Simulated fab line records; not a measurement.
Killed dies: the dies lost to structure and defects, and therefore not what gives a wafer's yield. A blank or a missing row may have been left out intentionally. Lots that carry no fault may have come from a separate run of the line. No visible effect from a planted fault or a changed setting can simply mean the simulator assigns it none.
Matching of chambers    flow nand_harc    NHARC_A_M0_STRIP_18 on rie_diel-01: 4 sister chambers
The step strips in N2/H2. 16 wafers are shown with their chamber, then 8 later ones without.

== WAFERS, EACH WITH ITS CHAMBER ==
wafer   chamber  showerhead_plenum_p_Torr (Torr)  drypump_motor_current_A (A)  oes_product_au (a.u.)
L592.2  3        2.13                             5.9                          1.015
L592.3  1        2.05                             6.3                          1.011
L592.4  2        2.20                             5.2                          1.006
L591.1  3        2.13                             5.8                          1.008
L591.5  1        2.05                             6.3                          1.005
L591.6  0        1.92                             6.0                          0.988
L595.3  1        2.05                             6.3                          1.003
L595.5  1        2.05                             6.3                          1.000
L595.6  2        2.20                             5.2                          1.011
L594.2  3        2.13                             5.9                          1.018
L594.3  1        2.05                             6.3                          0.993
L594.5  0        1.91                             6.0                          0.983
L597.1  3        2.13                             5.9                          1.020
L597.2  1        2.05                             6.2                          0.993
L597.6  1        2.05                             6.3                          0.998
L605.1  3        2.12                             5.9                          1.002

SIGNATURES (averages over the wafers above)
reading                   chamber 0  chamber 1  chamber 2  chamber 3  scatter within a chamber
showerhead_plenum_p_Torr  1.9150     2.0500     2.2000     2.1280     0.00329
drypump_motor_current_A   6.000      6.286      5.200      5.880      0.0372
oes_product_au            0.98550    1.00043    1.00850    1.01260    0.00648
Rule: for a wafer and a chamber, the distance is found by dividing, reading by reading, the gap between the wafer's reading and the chamber's mean by the reading's scatter, squaring, summing and taking the root. If the next closest chamber is less than 2 further off than the closest, the wafer can't be placed; otherwise it belongs to the closest. The scatter: the root of (the sum of the squares of (reading less its chamber's mean) over the shown wafers, divided by (wafers less chambers)).

== WAFERS WITHOUT THEIR CHAMBER ==
wafer   showerhead_plenum_p_Torr (Torr)  drypump_motor_current_A (A)  oes_product_au (a.u.)
L605.4  1.91                             6.0                          1.000
L605.5  2.05                             6.3                          0.995
L603.3  2.05                             6.3                          1.006
L603.4  1.91                             6.0                          1.005
L603.5  2.05                             6.2                          1.013
L610.1  2.05                             6.3                          0.999
L610.5  2.19                             5.2                          1.005
L610.6  2.12                             5.9                          1.017

== CHAMBER TAKEN BY EACH ==
wafer   from the rows above  in truth
L605.4  0                    0
L605.5  1                    1
L603.3  1                    1
L603.4  0                    0
L603.5  1                    1
L610.1  1                    1
L610.5  2                    2
L610.6  3                    3
Placed correctly: 8 of 8. Number that these rows cannot place: 0. Placed wrongly: 0.
